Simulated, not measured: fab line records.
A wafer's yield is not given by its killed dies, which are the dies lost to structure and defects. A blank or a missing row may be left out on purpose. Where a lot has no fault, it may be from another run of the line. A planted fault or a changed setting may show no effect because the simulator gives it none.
Matching of chambers    flow nand-harc    4 sister chambers for NHARC_P_GATE_STRIP_101 on rie-diel-13
The step strips in O2, time 20 s. 8 wafers are shown with their chamber, then 11 later ones without.

== EACH WAFER AND ITS CHAMBER ==
wafer   chamber  showerhead-plenum-p-Torr (Torr)  oes-product-au (a.u.)
L085.5  2        3.64                             1.013
L086.3  0        3.56                             1.017
L087.1  1        3.52                             0.982
L087.2  2        3.64                             1.012
L088.1  3        3.47                             1.008
L088.5  1        3.51                             0.982
L088.6  0        3.56                             1.015
L090.1  3        3.47                             1.005

== WAFERS MISSING THEIR CHAMBER ==
wafer   showerhead-plenum-p-Torr (Torr)  oes-product-au (a.u.)
L090.5  3.51                             0.982
L090.6  3.63                             1.020
L091.1  3.51                             0.985
L091.4  3.47                             1.009
L091.5  3.63                             1.017
L092.1  3.51                             0.972
L092.3  3.55                             1.012
L092.5  3.55                             1.017
L093.2  3.51                             0.995
L093.3  3.55                             1.014
L093.6  3.47                             1.000

== EACH ONE'S CHAMBER ==
wafer   from the rows above  in truth
L090.5  1                    1
L090.6  2                    2
L091.1  1                    1
L091.4  3                    3
L091.5  2                    2
L092.1  1                    1
L092.3  0                    0
L092.5  0                    0
L093.2  1                    1
L093.3  0                    0
L093.6  3                    3
Correctly placed: 11 of 11. Number that these rows cannot place: 0. Placed wrongly: 0.
How it was worked out, from the rows above alone: a wafer's distance from a chamber is the root of the sum, over the readings, of the square of ((its reading less the chamber's mean) divided by the reading's scatter). If the next closest chamber is less than 2 further off than the closest, the wafer can't be placed; otherwise it belongs to the closest. The mean given for a chamber averages the wafers shown for that chamber. The scatter: the root of (the sum of the squares of (reading less its chamber's mean) over the shown wafers, divided by (wafers less chambers)).
